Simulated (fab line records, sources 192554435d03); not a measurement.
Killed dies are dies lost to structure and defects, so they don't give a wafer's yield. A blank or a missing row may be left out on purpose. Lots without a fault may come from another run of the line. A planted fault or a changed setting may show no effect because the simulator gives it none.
One fault seen from 2 desks | flow n5_finfet | each desk has only its own numbers; what lay behind them comes last

THE METROLOGY DESK
What the gauges read, lot by lot, whatever tool the lot ran on: means of the sampled wafers that have a number. A lot is out of limits, marked OUT, if its mean lies more than 4 standard deviations from the usual mean; the brackets give that distance.
Columns: A = cd_nm at N5_HKMG_FIN_CD_MEAS_12, usual 93.1 nm
lot  | first seen here | A
L443 | day 4 07:35     | 93.0
L446 | day 5 03:59     | 93.1
L447 | day 5 07:17     | 92.1
L449 | day 5 21:15     | 93.9
L452 | day 6 18:21     | 92.2
L453 | day 6 20:30     | 92.8
L456 | day 7 13:28     | 93.0
L457 | day 7 20:46     | 93.0
L459 | day 8 09:46     | 93.5
L460 | day 8 16:20     | 94.1
L464 | day 9 17:22     | 92.8
This desk's finding: nothing out of limits on any of the 11 lots.

THE TOOL OWNER'S DESK: rie_diel-01
The tool's own readings at N5_HKMG_FIN_ETCH_31 (etches SiARC in CF4, target depth 45.5 nm, time 75.8 s): means of the sampled wafers that have a number, for each lot that ran on this tool. A lot is out of limits, marked OUT, if its mean lies more than 4 standard deviations from the usual mean; the brackets give that distance.
Columns: A = drypump_motor_current_A at N5_HKMG_FIN_ETCH_31, usual 5.4 A; B = etch_rf_on_time_s at N5_HKMG_FIN_ETCH_31, usual 77.1 s; C = oes_product_au at N5_HKMG_FIN_ETCH_31, usual 0.65 a.u.; D = rf_fwd_power_W at N5_HKMG_FIN_ETCH_31, usual 539.9 W; E = rf_vpp_V at N5_HKMG_FIN_ETCH_31, usual 183.9 V; F = showerhead_plenum_p_Torr at N5_HKMG_FIN_ETCH_31, usual 2.12 Torr; G = throttle_valve_pct at N5_HKMG_FIN_ETCH_31, usual 15.57 %
lot  | first seen here | A   | B               | C    | D     | E     | F    | G
L446 | day 5 04:12     | 5.8 | 78.6            | 0.58 | 539.9 | 184.2 | 2.11 | 15.76
L452 | day 6 18:28     | 5.4 | 78.5            | 0.57 | 537.4 | 184.1 | 2.12 | 15.83
L457 | day 7 20:53     | 4.9 | 90.5 (+5.8) OUT | 0.66 | 537.1 | 183.6 | 2.11 | 15.50
L459 | day 8 09:54     | 5.6 | 90.8 (+6.0) OUT | 0.53 | 542.1 | 184.8 | 2.09 | 15.63
L460 | day 8 16:27     | 4.8 | 89.6 (+5.4) OUT | 0.54 | 538.3 | 184.2 | 2.09 | 15.52
This desk's finding: out of limits on L457, L459, L460; first on L457, day 7 20:53 (etch_rf_on_time_s at N5_HKMG_FIN_ETCH_31). In limits: L446, L452.

PUT TOGETHER
The tool owner's desk could have raised an alarm at day 7 20:53, on L457, L459, L460.
The metrology desk saw nothing out of limits.
The metrology desk has L457, L459, L460 on record, within its limits.
Of the lots named, all ran N5_HKMG_FIN_ETCH_31 on rie_diel-01.

WHAT THE SIMULATOR HAD PUT IN
Process parameter drift: rie_diel-01, from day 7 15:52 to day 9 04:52, at N5_HKMG_FIN_ETCH_31. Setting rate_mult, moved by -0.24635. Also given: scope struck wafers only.
Lots struck among those shown: L457, L459, L460.
Hours from the fault's start to each desk's first reading out of limits: the tool owner's desk, 5.
